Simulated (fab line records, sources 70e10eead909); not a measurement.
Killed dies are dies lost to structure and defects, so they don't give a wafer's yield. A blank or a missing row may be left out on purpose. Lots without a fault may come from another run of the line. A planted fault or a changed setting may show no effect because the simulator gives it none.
Which tool did it? | flow nand_harc | 12 lots, 36 wafers sampled, at 5 steps of a route of 1302

WHAT THE GAUGES READ, wafer by wafer
NHARC_THIN_TSV_CD_MEAS_16. Usual: cd_nm 1000.9 nm, standard deviation 2.
lot  | measured     | on        | cd_nm (nm)           | flag
L845 | day 23 18:30 | cd_sem-01 | 1000.0 1002.8 1002.7 |
L849 | day 25 13:47 | cd_sem-02 | 1003.5 999.3 999.2   |
L852 | day 27 11:35 | cd_sem-03 | 1001.4 1001.7 998.5  |
L854 | day 27 21:41 | cd_sem-01 | 998.6 998.9 999.7    |
L856 | day 28 16:31 | cd_sem-03 | 1001.4 999.0 998.1   |
L858 | day 29 06:35 | cd_sem-03 | 1000.6 1000.9 1002.0 |
L860 | day 30 22:34 | cd_sem-01 | 1000.8 997.0 1000.6  |
L863 | day 31 09:35 | cd_sem-02 | 1003.3 1001.7 997.6  |
L864 | day 31 19:10 | cd_sem-01 | 998.4 996.6 999.7    |
L865 | day 32 12:38 | cd_sem-01 | 1000.9 999.0 1000.2  |
L866 | day 32 22:45 | cd_sem-03 | 1001.7 998.9 998.3   |
L867 | day 33 04:02 | cd_sem-02 | 1006.3 1005.3 1004.6 |

NHARC_END_SORT_01. Usual: defect_limited_yield 92.0 %, standard deviation 2.8; killed_at_array 49, standard deviation 18; killed_at_other 0.7, standard deviation 1.1; killed_at_periphery 4.0, standard deviation 2.6; killed_dies 54, standard deviation 19; killed_open 3.4, standard deviation 1.7; killed_short 2.5, standard deviation 1.7; sort_bin_2_pct 2.8 %, standard deviation 1.2; sort_bin_3_pct 0.6 %, standard deviation 0.4; sort_bin_4_pct 4.5 %, standard deviation 1.5; sort_n_pass 623, standard deviation 19; sort_rim_yield_pct 89 %, standard deviation 4.8; sort_yield_pct 92.0 %, standard deviation 2.8.
lot  | measured     | on        | defect_limited_yield (%) | killed_at_array | killed_at_other | killed_at_periphery | killed_dies | killed_open | killed_short | sort_bin_2_pct (%) | sort_bin_3_pct (%) | sort_bin_4_pct (%) | sort_n_pass | sort_rim_yield_pct (%) | sort_yield_pct (%) | flag
L852 | day 28 02:23 | prober-02 | 91.1 0 88.0              | 53 48 74        | 2 625 0         | 5 4 7               | 60 677 81   | 5 3 6       | 3 2 2        | 3.0 3.2 3.7        | 0.4 92.2 0.4       | 5.5 4.6 7.8        | 617 0 596   | 84 0 83                | 91.1 0 88.0        | OFF
L854 | day 28 10:43 | prober-02 | 95.1 93.9 0.1            | 32 36 24        | 0 3 650         | 1 2 2               | 33 41 676   | 1 3 6       | 3 2 4        | 1.0 2.4 1.6        | 0 0 96.2           | 3.8 3.7 2.1        | 644 636 1   | 98 92 0                | 95.1 93.9 0.1      | OFF
L858 | day 29 21:17 | prober-01 | 90.4 91.6 89.2           | 59 53 64        | 1 1 2           | 5 3 7               | 65 57 73    | 3 3 4       | 3 1 1        | 4.1 2.5 3.4        | 0.4 0.7 0.9        | 5.0 5.2 6.5        | 612 620 604 | 85 86 88               | 90.4 91.6 89.2     |
L864 | day 32 16:32 | prober-01 | 93.8 93.2 90.4           | 40 46 63        | 2 0 0           | 0 0 2               | 42 46 65    | 2 1 4       | 3 4 2        | 1.9 3.1 4.6        | 0.7 0.4 0.7        | 3.5 3.2 4.3        | 635 631 612 | 88 88 89               | 93.8 93.2 90.4     |
L866 | day 33 17:06 | prober-02 | 90.4 91.3 92.8           | 62 57 46        | 0 0 0           | 3 2 3               | 65 59 49    | 3 2 2       | 4 1 4        | 3.8 3.0 3.2        | 0.7 1.3 0.7        | 5.0 4.4 3.2        | 612 618 628 | 86 89 89               | 90.4 91.3 92.8     |

WHICH TOOL RAN EACH LOT (tool, then ch and the chambers of the sampled wafers, then the start)
lot  | NHARC_THIN_TSV_ANNEAL_52         | NHARC_THIN_TSV_ETCH_59            | NHARC_THIN_TSV_ETCH_36
L845 | rtp_anneal-02 ch 0, day 23 21:30 | rie_metal-01 ch 0,1, day 23 23:44 | rie_metal-01 ch 0,1, day 24 00:00
L849 | rtp_anneal-02 ch 0, day 25 16:49 | rie_metal-01 ch 0,1, day 25 19:00 | rie_metal-01 ch 0, day 25 19:15
L852 | rtp_anneal-02 ch 0, day 27 14:37 | rie_metal-02 ch 0,1, day 27 16:47 | rie_metal-02 ch 0,1, day 27 17:04
L854 | rtp_anneal-02 ch 0, day 28 00:49 | rie_metal-02 ch 0,1, day 28 03:04 | rie_metal-02 ch 0,1, day 28 03:19
L856 | rtp_anneal-02 ch 0, day 28 19:32 | rie_metal-01 ch 0,1, day 28 21:39 | rie_metal-01 ch 0,1, day 28 21:55
L858 | rtp_anneal-01 ch 0, day 29 09:38 | rie_metal-01 ch 0,1, day 29 11:43 | rie_metal-01 ch 0,1, day 29 11:56
L860 | rtp_anneal-02 ch 0, day 31 01:33 | rie_metal-02 ch 0,1, day 31 03:41 | rie_metal-02 ch 0,1, day 31 03:55
L863 | rtp_anneal-01 ch 0, day 31 12:49 | rie_metal-02 ch 0,1, day 31 14:55 | rie_metal-02 ch 0,1, day 31 15:11
L864 | rtp_anneal-02 ch 0, day 31 22:13 | rie_metal-02 ch 0,1, day 32 00:26 | rie_metal-02 ch 0,1, day 32 00:43
L865 | rtp_anneal-02 ch 0, day 32 15:50 | rie_metal-01 ch 0,1, day 32 18:02 | rie_metal-01 ch 0,1, day 32 18:14
L866 | rtp_anneal-01 ch 0, day 33 01:54 | rie_metal-02 ch 0,1, day 33 04:05 | rie_metal-02 ch 0,1, day 33 04:14
L867 | rtp_anneal-01 ch 0, day 33 07:19 | rie_metal-03 ch 0,1, day 33 09:26 | rie_metal-03 ch 0,1, day 33 09:36
- NHARC_THIN_TSV_ANNEAL_52: time 90 s.
- NHARC_THIN_TSV_ETCH_59: etches the open film in Cl2/BCl3, target depth 880 nm, time 138.1 s.
- NHARC_THIN_TSV_ETCH_36: etches the open film in Cl2/BCl3, target depth 65 nm, time 18.571 s.

WHAT THE TOOLS THEMSELVES READ (means of the sampled wafers that have a number; where no wafer has one, the mark that the record gives instead)
NHARC_THIN_TSV_ANNEAL_52. Usual: anneal_temp_c 225.02 C, standard deviation 0.16; anneal_temp_c_max 226.41, standard deviation 0.3; wafer_temp_C_max 225.85, standard deviation 0.22.
lot  | tool          | anneal_temp_c (C) | anneal_temp_c_max | wafer_temp_C_max | flag
L845 | rtp_anneal-02 | 225.30            | 226.64            | 225.78           |
L849 | rtp_anneal-02 | 224.93            | 226.62            | 225.92           |
L852 | rtp_anneal-02 | 225.02            | 226.65            | 225.70           |
L854 | rtp_anneal-02 | 224.96            | 226.46            | 225.87           |
L856 | rtp_anneal-02 | 224.85            | 226.41            | 225.91           |
L858 | rtp_anneal-01 | 225.25            | 226.51            | 225.72           |
L860 | rtp_anneal-02 | 225.06            | 226.39            | 226.07           |
L863 | rtp_anneal-01 | 225.18            | 226.52            | 225.76           |
L864 | rtp_anneal-02 | 224.69            | 226.20            | 225.70           |
L865 | rtp_anneal-02 | 225.01            | 226.50            | 225.95           |
L866 | rtp_anneal-01 | 225.20            | 226.43            | 225.99           |
L867 | rtp_anneal-01 | 225.16            | 226.40            | 225.75           |

NHARC_THIN_TSV_ETCH_59. Usual: drypump_motor_current_A 5.3 A, standard deviation 0.44; oes_product_au 1.004 a.u., standard deviation 0.01; throttle_valve_pct 22.265 %, standard deviation 0.0097.
lot  | tool         | drypump_motor_current_A (A) | oes_product_au (a.u.) | throttle_valve_pct (%) | flag
L845 | rie_metal-01 | 5.5                         | 1.014                 | 22.265                 |
L849 | rie_metal-01 | 5.2                         | 0.998                 | 22.259                 |
L852 | rie_metal-02 | 5.1                         | 0.988                 | 22.258                 |
L854 | rie_metal-02 | 5.1                         | 0.978                 | 22.263                 |
L856 | rie_metal-01 | 5.4                         | 1.003                 | 22.267                 |
L858 | rie_metal-01 | 5.2                         | 0.996                 | 22.261                 |
L860 | rie_metal-02 | 5.1                         | 1.008                 | 22.271                 |
L863 | rie_metal-02 | 5.4                         | 1.019                 | 22.271                 |
L864 | rie_metal-02 | 5.4                         | 1.013                 | 22.265                 |
L865 | rie_metal-01 | 5.5                         | 1.008                 | 22.263                 |
L866 | rie_metal-02 | 5.4                         | 1.003                 | 22.268                 |
L867 | rie_metal-03 | 5.4                         | 1.005                 | 22.260                 |

NHARC_THIN_TSV_ETCH_36. Usual: drypump_motor_current_A 5.3 A, standard deviation 0.44; oes_product_au 1.005 a.u., standard deviation 0.0098.
lot  | tool         | drypump_motor_current_A (A) | oes_product_au (a.u.) | flag
L845 | rie_metal-01 | 5.2                         | 0.999                 |
L849 | rie_metal-01 | 5.7                         | 1.006                 |
L852 | rie_metal-02 | 5.4                         | 1.009                 |
L854 | rie_metal-02 | 5.1                         | 1.012                 |
L856 | rie_metal-01 | 5.2                         | 0.999                 |
L858 | rie_metal-01 | 5.2                         | 1.006                 |
L860 | rie_metal-02 | 5.4                         | 1.015                 |
L863 | rie_metal-02 | 5.4                         | 1.011                 |
L864 | rie_metal-02 | 5.1                         | 1.016                 |
L865 | rie_metal-01 | 5.5                         | 1.004                 |
L866 | rie_metal-02 | 5.1                         | 1.012                 |
L867 | rie_metal-03 | 5.7                         | 0.992                 |

THE ANSWER, worked out from the rows above alone
Rule: a lot is off if the mean of its wafers that have a number lies more than 3 standard deviations from the usual mean. A lot without any number at a reading at which 4 lots or more have one is off too. The other lots that the step has rows for count as sound. The gauges are gone through in route order, then the tools' own readings, and for those a lot's mean is taken as printed above. The first step at which some lot is off is used, and at that step the reading that is off furthest; a lot without a number counts as furthest.
Off: L852, L854, at NHARC_END_SORT_01 (killed_at_other). Neither off nor sound, because the step has no rows for them: L845, L849, L856, L860, L863, L865, L867.
A tool fits if, at a process step before that reading, it ran every lot that is off, and no sound lot after the first of them. The gauges at NHARC_END_SORT_01 are tried like those tools. None of those tried fits.

WHAT THE SIMULATOR HAD PUT IN
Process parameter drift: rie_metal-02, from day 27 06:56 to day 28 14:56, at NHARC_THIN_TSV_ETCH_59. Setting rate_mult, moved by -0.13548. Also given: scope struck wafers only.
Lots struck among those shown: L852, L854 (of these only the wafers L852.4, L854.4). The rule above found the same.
